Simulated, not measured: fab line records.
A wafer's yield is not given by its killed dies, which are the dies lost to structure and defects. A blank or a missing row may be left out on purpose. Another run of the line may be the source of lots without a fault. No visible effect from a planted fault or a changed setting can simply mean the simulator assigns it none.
The tool behind it: which one? | flow n5-finfet | Sampling: 24 lots, 72 wafers, 6 of 1938 route steps

== WHAT EACH GAUGE READ, for each wafer ==
N5_BEOL_M3_THK_MEAS_01.
lot  | measured     | on            | M3_ILD_THK (nm)
L074 | day 7 00:00  | film-metro-02 | 77.2 78.6 78.1
L075 | day 7 04:49  | film-metro-02 | 77.9 79.1 78.7
L076 | day 7 11:18  | film-metro-02 | 77.8 78.4 78.5
L077 | day 7 12:11  | film-metro-02 | 78.7 79.9 80.1
L078 | day 7 18:23  | film-metro-01 | 77.2 79.6 78.6
L079 | day 8 01:23  | film-metro-02 | 78.7 78.0 79.2
L080 | day 8 14:12  | film-metro-02 | 77.9 78.5 80.6
L081 | day 8 15:37  | film-metro-02 | 80.2 79.7 80.6
L083 | day 9 02:11  | film-metro-01 | 79.4 79.7 80.7
L082 | day 9 02:26  | film-metro-01 | 78.5 79.6 79.2
L084 | day 9 07:16  | film-metro-01 | 79.0 80.2 80.7
L085 | day 9 13:49  | film-metro-01 | 77.9 79.1 80.7
L086 | day 10 01:37 | film-metro-02 | 78.7 78.9 80.0
L087 | day 10 08:58 | film-metro-01 | 79.2 80.8 80.3
L088 | day 10 12:10 | film-metro-01 | 76.9 77.7 78.2
L089 | day 10 21:44 | film-metro-01 | 78.4 81.1 78.9
L091 | day 11 01:55 | film-metro-01 | 78.2 81.0 80.5
L090 | day 11 02:42 | film-metro-02 | 78.5 80.3 80.5
L093 | day 11 18:25 | film-metro-02 | 78.3 79.0 79.7
L092 | day 11 19:45 | film-metro-01 | 78.5 79.3 80.5
L094 | day 11 21:56 | film-metro-01 | 79.0 81.0 80.4
L096 | day 12 07:43 | film-metro-01 | 77.1 79.0 77.6
L095 | day 12 07:42 | film-metro-01 | 79.9 80.8 81.6
L097 | day 12 16:55 | film-metro-02 | 79.1 79.7 79.8

== WHAT TOOL EACH LOT RAN ON (gives the tool, then ch and the chambers of the sampled wafers, and finally the start) ==
lot  | N5_BEOL_M2_ETCH_41                            | N5_BEOL_M2_DEGAS_44          | N5_BEOL_M2_SPUTTER_81        | N5_BEOL_M2_ANNEAL_87         | N5_BEOL_M2_SPUTTER_94
L074 | rie-diel-05 ch 1,2, day 6 18:53 or earlier    | pvd-sputter-01, day 6 18:53  | pvd-sputter-02, day 6 21:30  | pvd-sputter-02, day 6 21:48  | pvd-sputter-02, day 6 22:36
L075 | rie-diel-02 ch 1,2, day 6 23:33 or earlier    | pvd-sputter-01, day 6 23:33  | pvd-sputter-03, day 7 02:15  | pvd-sputter-03, day 7 02:33  | pvd-sputter-03, day 7 03:21
L076 | rie-diel-05 ch 0,3, day 7 07:19 or earlier    | pvd-sputter-01, day 7 07:19  | pvd-sputter-03, day 7 08:48  | pvd-sputter-03, day 7 09:06  | pvd-sputter-03, day 7 09:54
L077 | rie-diel-02 ch 0,2,3, day 7 07:22 or earlier  | pvd-sputter-03, day 7 07:22  | pvd-sputter-01, day 7 09:40  | pvd-sputter-01, day 7 09:58  | pvd-sputter-01, day 7 10:46
L078 | rie-diel-06 ch 2,3, day 7 14:21 or earlier    | pvd-sputter-03, day 7 14:21  | pvd-sputter-02, day 7 15:35  | pvd-sputter-02, day 7 15:53  | pvd-sputter-02, day 7 16:41
L079 | rie-diel-02 ch 1,2,3, day 7 21:44 or earlier  | pvd-sputter-01, day 7 21:44  | pvd-sputter-02, day 7 22:54  | pvd-sputter-02, day 7 23:12  | pvd-sputter-02, day 8 00:00
L080 | rie-diel-06 ch 2,3, day 8 10:23 or earlier    | pvd-sputter-01, day 8 10:23  | pvd-sputter-01, day 8 11:37  | pvd-sputter-01, day 8 11:58  | pvd-sputter-01, day 8 12:48
L081 | rie-diel-06 ch 2,3, day 8 10:42 or earlier    | pvd-sputter-01, day 8 10:42  | pvd-sputter-03, day 8 12:58  | pvd-sputter-03, day 8 13:16  | pvd-sputter-03, day 8 14:04
L083 | rie-diel-06 ch 0,1, day 8 22:38 or earlier    | pvd-sputter-02, day 8 22:38  | pvd-sputter-03, day 8 23:41  | pvd-sputter-03, day 8 23:59  | pvd-sputter-03, day 9 00:47
L082 | rie-diel-02 ch 1,2,3, day 8 22:43 or earlier  | pvd-sputter-02, day 8 22:43  | pvd-sputter-02, day 8 23:56  | pvd-sputter-02, day 9 00:14  | pvd-sputter-02, day 9 01:02
L084 | rie-diel-02 ch 1,2, day 9 03:21 or earlier    | pvd-sputter-03, day 9 03:21  | pvd-sputter-02, day 9 04:45  | pvd-sputter-02, day 9 05:03  | pvd-sputter-02, day 9 05:51
L085 | rie-diel-05 ch 0,1,2, day 9 10:10 or earlier  | pvd-sputter-03, day 9 10:10  | pvd-sputter-02, day 9 11:18  | pvd-sputter-02, day 9 11:36  | pvd-sputter-02, day 9 12:24
L086 | rie-diel-02 ch 0,2, day 9 21:31 or earlier    | pvd-sputter-03, day 9 21:31  | pvd-sputter-03, day 9 22:35  | pvd-sputter-03, day 9 22:53  | pvd-sputter-03, day 9 23:41
L087 | rie-diel-06 ch 1,3, day 10 05:13 or earlier   | pvd-sputter-01, day 10 05:13 | pvd-sputter-02, day 10 06:15 | pvd-sputter-02, day 10 06:33 | pvd-sputter-02, day 10 07:21
L088 | rie-diel-05 ch 0,2, day 10 08:19 or earlier   | pvd-sputter-01, day 10 08:19 | pvd-sputter-02, day 10 09:37 | pvd-sputter-02, day 10 09:55 | pvd-sputter-02, day 10 10:43
L089 | rie-diel-05 ch 0,1,2, day 10 15:56 or earlier | pvd-sputter-03, day 10 15:56 | pvd-sputter-03, day 10 19:11 | pvd-sputter-03, day 10 19:29 | pvd-sputter-03, day 10 20:17
L091 | rie-diel-02 ch 0,1, day 10 22:17 or earlier   | pvd-sputter-01, day 10 22:17 | pvd-sputter-01, day 10 23:25 | pvd-sputter-01, day 10 23:43 | pvd-sputter-01, day 11 00:31
L090 | rie-diel-06 ch 1,2,3, day 10 23:01 or earlier | pvd-sputter-03, day 10 23:01 | pvd-sputter-02, day 11 00:01 | pvd-sputter-02, day 11 00:19 | pvd-sputter-02, day 11 01:07
L093 | rie-diel-05 ch 0,1,3, day 11 14:47 or earlier | pvd-sputter-01, day 11 14:47 | pvd-sputter-03, day 11 15:53 | pvd-sputter-03, day 11 16:11 | pvd-sputter-03, day 11 16:59
L092 | rie-diel-02 ch 0,2,3, day 11 15:55 or earlier | pvd-sputter-01, day 11 15:55 | pvd-sputter-01, day 11 17:14 | pvd-sputter-01, day 11 17:32 | pvd-sputter-01, day 11 18:20
L094 | rie-diel-02 ch 0,3, day 11 18:20 or earlier   | pvd-sputter-03, day 11 18:20 | pvd-sputter-03, day 11 19:26 | pvd-sputter-03, day 11 19:44 | pvd-sputter-03, day 11 20:32
L096 | rie-diel-02 ch 0,3, day 12 04:02 or earlier   | pvd-sputter-03, day 12 04:02 | pvd-sputter-02, day 12 05:13 | pvd-sputter-02, day 12 05:31 | pvd-sputter-02, day 12 06:19
L095 | rie-diel-02 ch 0,1, day 12 04:09 or earlier   | pvd-sputter-01, day 12 04:09 | pvd-sputter-03, day 12 05:09 | pvd-sputter-03, day 12 05:27 | pvd-sputter-03, day 12 06:15
L097 | rie-diel-02 ch 1,2,3, day 12 13:17 or earlier | pvd-sputter-02, day 12 13:17 | pvd-sputter-02, day 12 14:25 | pvd-sputter-02, day 12 14:43 | pvd-sputter-02, day 12 15:31
- N5_BEOL_M2_ETCH_41: etches SiCN in CH3F/O2, target depth 29.9 nm, time 52.5 s.
- N5_BEOL_M2_DEGAS_44: time 60 s.
- N5_BEOL_M2_SPUTTER_81: material Cu, target thk 4.5 nm, time 8.29 s.
- N5_BEOL_M2_ANNEAL_87: time 240 s.
- N5_BEOL_M2_SPUTTER_94: material Cu, target thk 4.5 nm, time 8.29 s.

== AS READ BY THE TOOLS THEMSELVES (means over the sampled wafers that have a number; for cases with no such wafer, the mark the record gives instead) ==
N5_BEOL_M2_ETCH_41.
lot  | tool        | chamber-pressure-mTorr (mTorr) | drypump-motor-current-A (A) | oes-product-au (a.u.) | rf-vpp-V (V) | showerhead-plenum-p-Torr (Torr) | throttle-valve-pct (%)
L074 | rie-diel-05 | 29.99                          | 5.6                         | 0.68                  | 297.4        | 2.00                            | 16.58
L075 | rie-diel-02 | 29.99                          | 5.6                         | 0.73                  | 297.2        | 1.96                            | 16.49
L076 | rie-diel-05 | 30.00                          | 5.7                         | 0.95                  | 297.5        | 2.02                            | 16.25
L077 | rie-diel-02 | 29.99                          | 6.1                         | 0.85                  | 297.2        | 2.00                            | 16.23
L078 | rie-diel-06 | 29.96                          | 5.8                         | 0.79                  | 297.6        | 2.02                            | 16.36
L079 | rie-diel-02 | 30.01                          | 6.0                         | 0.85                  | 297.4        | 2.00                            | 16.24
L080 | rie-diel-06 | 30.00                          | 5.8                         | 0.76                  | 297.0        | 2.02                            | 16.38
L081 | rie-diel-06 | 29.99                          | 5.8                         | 0.76                  | 297.4        | 2.02                            | 16.38
L083 | rie-diel-06 | 30.02                          | 5.5                         | 0.91                  | 299.6        | 2.11                            | 16.32
L082 | rie-diel-02 | 29.99                          | 5.9                         | 0.83                  | 296.9        | 2.00                            | 16.26
L084 | rie-diel-02 | 29.97                          | 5.6                         | 0.89                  | 297.4        | 1.95                            | 16.21
L085 | rie-diel-05 | 30.01                          | 5.7                         | 0.83                  | 298.4        | 2.04                            | 16.47
L086 | rie-diel-02 | 29.99                          | 6.0                         | 0.86                  | 296.4        | 1.95                            | 16.24
L087 | rie-diel-06 | 30.00                          | 5.5                         | 0.88                  | 296.5        | 1.99                            | 16.33
L088 | rie-diel-05 | 29.99                          | 5.9                         | 0.73                  | 298.6        | 2.06                            | 16.67
L089 | rie-diel-05 | 29.97                          | 5.7                         | 0.81                  | 299.5        | 2.04                            | 16.49
L091 | rie-diel-02 | 30.02                          | 5.8                         | 0.90                  | 296.0        | 1.96                            | 16.08
L090 | rie-diel-06 | 30.00                          | 5.7                         | 0.83                  | 298.3        | 2.05                            | 16.30
L093 | rie-diel-05 | 29.98                          | 5.6                         | 0.88                  | 297.3        | 2.01                            | 16.30
L092 | rie-diel-02 | 29.99                          | 6.1                         | 0.79                  | 296.7        | 1.99                            | 16.31
L094 | rie-diel-02 | 29.99                          | 6.3                         | 0.83                  | 297.3        | 2.00                            | 16.14
L096 | rie-diel-02 | 30.01                          | 6.3                         | 0.83                  | 297.8        | 2.00                            | 16.16
L095 | rie-diel-02 | 30.00                          | 5.9                         | 0.87                  | 297.0        | 1.95                            | 16.10
L097 | rie-diel-02 | 29.99                          | 6.0                         | 0.79                  | 296.6        | 1.99                            | 16.32

N5_BEOL_M2_DEGAS_44.
lot  | tool           | heater-power-w (W) | susceptor-temp-C (C)
L074 | pvd-sputter-01 | 354                | 249.99
L075 | pvd-sputter-01 | 354                | 249.85
L076 | pvd-sputter-01 | 341                | 250.05
L077 | pvd-sputter-03 | 384                | 250.00
L078 | pvd-sputter-03 | 406                | 250.00
L079 | pvd-sputter-01 | 345                | 249.81
L080 | pvd-sputter-01 | 351                | 250.31
L081 | pvd-sputter-01 | 357                | 249.95
L083 | pvd-sputter-02 | 317                | 249.92
L082 | pvd-sputter-02 | 339                | 250.08
L084 | pvd-sputter-03 | 400                | 250.06
L085 | pvd-sputter-03 | 393                | 250.13
L086 | pvd-sputter-03 | 355                | 250.02
L087 | pvd-sputter-01 | 354                | 249.94
L088 | pvd-sputter-01 | 344                | 250.11
L089 | pvd-sputter-03 | 418                | 250.08
L091 | pvd-sputter-01 | 334                | 250.04
L090 | pvd-sputter-03 | 421                | 250.07
L093 | pvd-sputter-01 | 356                | 250.05
L092 | pvd-sputter-01 | 352                | 250.05
L094 | pvd-sputter-03 | 399                | 249.84
L096 | pvd-sputter-03 | 408                | 250.16
L095 | pvd-sputter-01 | 357                | 250.11
L097 | pvd-sputter-02 | 316                | 249.93

N5_BEOL_M2_SPUTTER_81.
lot  | tool           | susceptor-temp-C (C) | throttle-valve-pct (%)
L074 | pvd-sputter-02 | -19.98               | 30.0
L075 | pvd-sputter-03 | -20.00               | 29.2
L076 | pvd-sputter-03 | -19.99               | 29.9
L077 | pvd-sputter-01 | -19.86               | 30.3
L078 | pvd-sputter-02 | -19.97               | 30.2
L079 | pvd-sputter-02 | -20.01               | 29.7
L080 | pvd-sputter-01 | -20.06               | 30.4
L081 | pvd-sputter-03 | -19.99               | 29.9
L083 | pvd-sputter-03 | -20.05               | 30.0
L082 | pvd-sputter-02 | -20.03               | 30.0
L084 | pvd-sputter-02 | -20.00               | 30.5
L085 | pvd-sputter-02 | -19.97               | 30.3
L086 | pvd-sputter-03 | -20.06               | 29.6
L087 | pvd-sputter-02 | -19.94               | 29.7
L088 | pvd-sputter-02 | -20.08               | 30.2
L089 | pvd-sputter-03 | -19.91               | 29.3
L091 | pvd-sputter-01 | -20.04               | 30.3
L090 | pvd-sputter-02 | -19.98               | 30.5
L093 | pvd-sputter-03 | -19.85               | 30.1
L092 | pvd-sputter-01 | -19.92               | 30.3
L094 | pvd-sputter-03 | -20.09               | 29.6
L096 | pvd-sputter-02 | -19.99               | 29.6
L095 | pvd-sputter-03 | -19.99               | 29.6
L097 | pvd-sputter-02 | -20.11               | 29.3

N5_BEOL_M2_ANNEAL_87.
lot  | tool           | heater-power-w (W) | susceptor-temp-C (C)
L074 | pvd-sputter-02 | 807                | 400.22
L075 | pvd-sputter-03 | 852                | 400.08
L076 | pvd-sputter-03 | 1058               | 400.08
L077 | pvd-sputter-01 | 877                | 400.31
L078 | pvd-sputter-02 | 865                | 399.86
L079 | pvd-sputter-02 | 834                | 399.82
L080 | pvd-sputter-01 | 850                | 399.96
L081 | pvd-sputter-03 | 1010               | 399.89
L083 | pvd-sputter-03 | 1026               | 399.91
L082 | pvd-sputter-02 | 796                | 400.16
L084 | pvd-sputter-02 | 756                | 400.03
L085 | pvd-sputter-02 | 805                | 400.08
L086 | pvd-sputter-03 | 950                | 400.14
L087 | pvd-sputter-02 | 843                | 400.11
L088 | pvd-sputter-02 | 794                | 399.92
L089 | pvd-sputter-03 | 877                | 400.00
L091 | pvd-sputter-01 | 912                | 400.14
L090 | pvd-sputter-02 | 819                | 400.02
L093 | pvd-sputter-03 | 1006               | 399.87
L092 | pvd-sputter-01 | 849                | 400.10
L094 | pvd-sputter-03 | 937                | 400.05
L096 | pvd-sputter-02 | 789                | 399.83
L095 | pvd-sputter-03 | 945                | 399.81
L097 | pvd-sputter-02 | 851                | 399.85

N5_BEOL_M2_SPUTTER_94.
lot  | tool           | susceptor-temp-C (C) | throttle-valve-pct (%)
L074 | pvd-sputter-02 | -20.01               | 30.1
L075 | pvd-sputter-03 | -20.00               | 29.1
L076 | pvd-sputter-03 | -20.03               | 30.0
L077 | pvd-sputter-01 | -19.95               | 30.5
L078 | pvd-sputter-02 | -20.00               | 30.0
L079 | pvd-sputter-02 | -19.98               | 29.6
L080 | pvd-sputter-01 | -20.04               | 30.4
L081 | pvd-sputter-03 | -20.03               | 29.8
L083 | pvd-sputter-03 | -20.03               | 29.9
L082 | pvd-sputter-02 | -20.00               | 30.0
L084 | pvd-sputter-02 | -20.07               | 30.4
L085 | pvd-sputter-02 | -20.04               | 30.1
L086 | pvd-sputter-03 | -19.93               | 29.7
L087 | pvd-sputter-02 | -19.93               | 29.4
L088 | pvd-sputter-02 | -19.98               | 30.0
L089 | pvd-sputter-03 | -19.92               | 29.4
L091 | pvd-sputter-01 | -19.98               | 30.3
L090 | pvd-sputter-02 | -19.94               | 30.7
L093 | pvd-sputter-03 | -19.97               | 29.8
L092 | pvd-sputter-01 | -19.99               | 30.2
L094 | pvd-sputter-03 | -19.93               | 29.5
L096 | pvd-sputter-02 | -20.04               | 29.6
L095 | pvd-sputter-03 | -20.06               | 29.8
L097 | pvd-sputter-02 | -19.99               | 29.1

== THE ANSWER, worked out from the rows above alone ==
Rule: usual is defined by the lots themselves. Put in order of their means at a reading, lots are off if they are a third of the lots or fewer, leave a main group of 4 or more, and stand apart from it by a gap of 3 or more times the standard deviation of the main group's means; of several such gaps the widest counts. Not used: any main group whose means are identical at the precision the tables above print for the reading. A lot without any number at a reading at which 4 lots or more have one is off too. Any other lot the step has rows for is counted as sound. Order of review: gauges by route order, followed by the tools' own readings, for which a lot's mean as printed above is used. The first step at which some lot is off is used, and at that step the reading that is off furthest; a lot without a number counts as furthest.
None of the lots is off at any reading shown; this tells nothing.

== WHAT HAD BEEN PUT IN BY THE SIMULATOR ==
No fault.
